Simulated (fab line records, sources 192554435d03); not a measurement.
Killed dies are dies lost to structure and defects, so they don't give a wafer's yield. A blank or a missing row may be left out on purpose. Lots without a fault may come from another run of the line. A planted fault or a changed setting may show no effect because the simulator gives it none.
Which tool did it? | flow n5_finfet | 9 lots, 27 wafers sampled, at 5 steps of a route of 1938

WHAT THE GAUGES READ, wafer by wafer
N5_SD_EPI_N_CD_MEAS_09: target cd 120 nm. Usual: cd_nm 120.1 nm, standard deviation 0.61.
lot  | measured    | on        | cd_nm (nm)        | flag
L223 | day 3 01:05 | cd_sem-01 | 119.2 119.8 119.8 |
L225 | day 3 16:02 | cd_sem-03 | 120.3 120.3 119.2 |
L226 | day 3 18:10 | cd_sem-02 | 120.2 119.8 120.7 |
L227 | day 3 23:52 | cd_sem-03 | 118.9 120.6 120.0 |
L235 | day 6 02:21 | cd_sem-01 | 122.5 123.0 123.1 | OFF
L238 | day 6 18:12 | cd_sem-01 | 123.0 121.6 122.1 | OFF
L240 | day 7 07:46 | cd_sem-03 | 119.7 119.3 120.2 |
L241 | day 7 16:56 | cd_sem-03 | 120.5 120.5 120.7 |
L244 | day 8 08:50 | cd_sem-02 | 119.4 119.4 119.6 |

N5_SD_EPI_N_OVL_MEAS_10. Usual: SD_N_BLK_OVL 0.1 nm, standard deviation 0.67.
lot  | measured    | on         | SD_N_BLK_OVL (nm) | flag
L223 | day 3 01:07 | overlay-01 | -0.5 -1.1 -0.9    |
L225 | day 3 16:04 | overlay-01 | -0.5 -0.6 -0.4    |
L226 | day 3 18:11 | overlay-01 | 1.4 0.7 1.0       |
L227 | day 3 23:53 | overlay-01 | 0.4 0.8 0.3       |
L235 | day 6 02:23 | overlay-02 | 0.5 -0.7 -1.0     |
L238 | day 6 18:14 | overlay-02 | 0.0 -0.4 0.2      |
L240 | day 7 07:47 | overlay-01 | 0.0 -0.7 0.0      |
L241 | day 7 16:58 | overlay-01 | 0.4 -0.1 1.0      |
L244 | day 8 08:52 | overlay-02 | 0.9 0.0 0.7       |

N5_BEOL_M4_RC_MEAS_101. Usual: DIBL_N 36.0 mV/V, standard deviation 1.7; DIBL_P 35.8 mV/V, standard deviation 2; IOFF_N 0.15 nA/um, standard deviation 0.03; IOFF_P 0.20 nA/um, standard deviation 0.037; ION_N 670 uA/um, standard deviation 12; ION_P 460 uA/um, standard deviation 7.2; SS_N 71.5 mV/dec, standard deviation 0.68; SS_P 73.2 mV/dec, standard deviation 0.65; VT_N 250 mV, standard deviation 3.1; VT_P -251 mV, standard deviation 3.4.
lot  | measured     | on        | DIBL_N (mV/V)  | DIBL_P (mV/V)  | IOFF_N (nA/um) | IOFF_P (nA/um) | ION_N (uA/um) | ION_P (uA/um) | SS_N (mV/dec)  | SS_P (mV/dec)  | VT_N (mV)   | VT_P (mV)      | flag
L223 | day 8 10:06  | prober-01 | 36.0 37.1 36.7 | 37.1 37.0 36.6 | 0.17 0.18 0.18 | 0.24 0.23 0.23 | 684 682 669   | 471 464 467   | 71.4 71.3 71.6 | 73.4 73.3 73.3 | 249 248 249 | -247 -248 -247 |
L225 | day 8 12:48  | prober-01 | 34.3 35.8 36.6 | 33.3 34.4 34.3 | 0.12 0.15 0.15 | 0.16 0.17 0.16 | 668 677 646   | 456 457 440   | 71.9 72.1 72.3 | 72.0 72.7 72.8 | 251 247 252 | -252 -253 -253 |
L226 | day 8 09:44  | prober-02 | 38.8 37.2 36.9 | 39.1 37.0 35.8 | 0.20 0.16 0.14 | 0.28 0.22 0.21 | 671 664 667   | 463 459 460   | 72.0 71.6 72.1 | 74.1 72.7 73.2 | 246 249 250 | -244 -247 -250 |
L227 | day 9 03:26  | prober-01 | 39.0 39.3 34.0 | 38.2 38.9 32.5 | 0.22 0.23 0.12 | 0.31 0.33 0.20 | 669 663 657   | 465 463 464   | 72.4 72.1 70.2 | 75.0 74.9 72.8 | 244 244 250 | -240 -241 -246 |
L235 | day 10 21:58 | prober-02 | 34.8 37.0 32.8 | 35.7 37.5 32.3 | 0.13 0.16 0.10 | 0.19 0.21 0.14 | 672 676 658   | 462 459 451   | 71.4 72.0 71.4 | 73.5 73.7 71.9 | 251 249 255 | -250 -248 -255 |
L238 | day 12 17:39 | prober-01 | 35.4 35.4 34.2 | 35.2 36.6 32.8 | 0.14 0.16 0.12 | 0.20 0.23 0.17 | 676 674 670   | 469 466 457   | 71.5 71.5 71.4 | 73.1 73.0 72.7 | 252 249 251 | -249 -247 -252 |
L240 | day 12 18:06 | prober-02 | 34.7 36.5 36.4 | 33.5 35.0 35.7 | 0.13 0.15 0.15 | 0.19 0.22 0.22 | 671 647 658   | 460 448 456   | 71.4 72.0 71.8 | 72.2 72.6 72.8 | 252 251 251 | -249 -247 -247 |
L241 | day 12 10:33 | prober-01 | 37.5 34.2 33.3 | 38.7 34.3 33.9 | 0.19 0.12 0.11 | 0.21 0.15 0.14 | 678 670 655   | 456 455 443   | 72.3 71.8 71.4 | 73.8 73.0 72.8 | 251 255 255 | -252 -259 -259 |
L244 | day 13 10:17 | prober-01 | 37.4 35.4 34.9 | 37.8 36.2 35.6 | 0.17 0.14 0.13 | 0.21 0.18 0.17 | 682 659 657   | 463 457 461   | 72.0 71.1 71.0 | 74.5 73.8 73.4 | 251 254 253 | -251 -253 -256 |

WHICH TOOL RAN EACH LOT (tool, then ch and the chambers of the sampled wafers, then the start)
lot  | N5_DUMMY_GATE_STRIP_48            | N5_SD_EPI_N_ETCH_34
L223 | rie_diel-06 ch 0,1,2, day 2 23:54 | rie_diel-03 ch 0,1,2, day 3 01:16
L225 | rie_diel-01 ch 2,3, day 3 14:51   | rie_diel-02 ch 2,3, day 3 16:20
L226 | rie_diel-05 ch 0,2,3, day 3 16:58 | rie_diel-04 ch 0,1,3, day 3 18:35
L227 | rie_diel-01 ch 1,2,3, day 3 22:38 | rie_diel-03 ch 0,2,3, day 3 23:59
L235 | rie_diel-01 ch 1,2,3, day 6 01:10 | rie_diel-03 ch 2,3, day 6 03:02
L238 | rie_diel-05 ch 0,2,3, day 6 17:01 | rie_diel-03 ch 0,2, day 6 18:20
L240 | rie_diel-05 ch 1,2, day 7 06:34   | rie_diel-03 ch 1,2,3, day 7 07:53
L241 | rie_diel-05 ch 0,1,3, day 7 15:52 | rie_diel-03 ch 1,3, day 7 17:03
L244 | rie_diel-05 ch 0,2,3, day 8 07:22 | rie_diel-04 ch 0,1, day 8 09:01
- N5_DUMMY_GATE_STRIP_48: strips in N2/H2, time 20 s.
- N5_SD_EPI_N_ETCH_34: etches SiARC in CF4, target depth 45.5 nm, time 75.8 s.

WHAT THE TOOLS THEMSELVES READ (means of the sampled wafers that have a number; where no wafer has one, the mark that the record gives instead)
N5_DUMMY_GATE_STRIP_48. Usual: drypump_motor_current_A 5.9 A, standard deviation 0.38; oes_product_au 0.73 a.u., standard deviation 0.04; rf_vpp_V 45.3 V, standard deviation 0.84; showerhead_plenum_p_Torr 3.32 Torr, standard deviation 0.12; throttle_valve_pct 12.36 %, standard deviation 0.22.
lot  | tool        | drypump_motor_current_A (A) | oes_product_au (a.u.) | rf_vpp_V (V) | showerhead_plenum_p_Torr (Torr) | throttle_valve_pct (%) | flag
L223 | rie_diel-06 | 5.5                         | 0.78                  | 44.7         | 3.30                            | 12.26                  |
L225 | rie_diel-01 | 5.5                         | 0.72                  | 45.5         | 3.44                            | 12.40                  |
L226 | rie_diel-05 | 6.3                         | 0.71                  | 45.8         | 3.32                            | 12.36                  |
L227 | rie_diel-01 | 5.7                         | 0.72                  | 44.4         | 3.38                            | 12.41                  |
L235 | rie_diel-01 | 5.6                         | 0.71                  | 44.7         | 3.38                            | 12.45                  |
L238 | rie_diel-05 | 6.3                         | 0.69                  | 44.5         | 3.30                            | 12.42                  |
L240 | rie_diel-05 | 6.1                         | 0.73                  | 45.2         | 3.31                            | 12.05                  |
L241 | rie_diel-05 | 6.2                         | 0.71                  | 45.3         | 3.36                            | 12.47                  |
L244 | rie_diel-05 | 6.3                         | 0.70                  | 43.7         | 3.30                            | 12.45                  |

N5_SD_EPI_N_ETCH_34. Usual: drypump_motor_current_A 5.8 A, standard deviation 0.42; etch_rf_on_time_s 75.9 s, standard deviation 1.7; oes_product_au 0.68 a.u., standard deviation 0.083; rf_vpp_V 184.1 V, standard deviation 1.2; showerhead_plenum_p_Torr 2.14 Torr, standard deviation 0.069; throttle_valve_pct 15.57 %, standard deviation 0.2.
lot  | tool        | drypump_motor_current_A (A) | etch_rf_on_time_s (s) | oes_product_au (a.u.) | rf_vpp_V (V) | showerhead_plenum_p_Torr (Torr) | throttle_valve_pct (%) | flag
L223 | rie_diel-03 | 5.6                         | 77.9                  | 0.60                  | 183.4        | 2.15                            | 15.82                  |
L225 | rie_diel-02 | 6.2                         | 76.8                  | 0.64                  | 183.8        | 2.17                            | 15.42                  |
L226 | rie_diel-04 | 5.6                         | 75.7                  | 0.67                  | 183.8        | 2.13                            | 15.50                  |
L227 | rie_diel-03 | 5.6                         | 76.8                  | 0.66                  | 184.3        | 2.14                            | 15.70                  |
L235 | rie_diel-03 | 5.7                         | 76.4                  | 0.70                  | 183.8        | 2.15                            | 15.61                  |
L238 | rie_diel-03 | 5.5                         | 77.6                  | 0.58                  | 183.5        | 2.11                            | 15.87                  |
L240 | rie_diel-03 | 5.7                         | 74.8                  | 0.71                  | 183.7        | 2.15                            | 15.61                  |
L241 | rie_diel-03 | 6.2                         | 76.6                  | 0.76                  | 184.4        | 2.18                            | 15.45                  |
L244 | rie_diel-04 | 5.6                         | 76.0                  | 0.68                  | 184.7        | 2.24                            | 15.46                  |

THE ANSWER, worked out from the rows above alone
Rule: a lot is off if the mean of its wafers that have a number lies more than 3 standard deviations from the usual mean. A lot without any number at a reading at which 4 lots or more have one is off too. The other lots that the step has rows for count as sound. The gauges are gone through in route order, then the tools' own readings, and for those a lot's mean is taken as printed above. The first step at which some lot is off is used, and at that step the reading that is off furthest; a lot without a number counts as furthest.
Off: L235, L238, at N5_SD_EPI_N_CD_MEAS_09 (cd_nm).
A tool fits if, at a process step before that reading, it ran every lot that is off, and no sound lot after the first of them. The gauges at N5_SD_EPI_N_CD_MEAS_09 are tried like those tools. One fits: cd_sem-01 at N5_SD_EPI_N_CD_MEAS_09. Its last sound lot is L223 (day 3 01:05), its first lot that is off L235 (day 6 02:21): a fault that began between those two fits.

WHAT THE SIMULATOR HAD PUT IN
Metrology matching offset: cd_sem-01, from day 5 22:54 on, at N5_SD_EPI_N_CD_MEAS_09. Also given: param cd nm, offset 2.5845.
Lots struck among those shown: L235, L238. The rule above found the same.
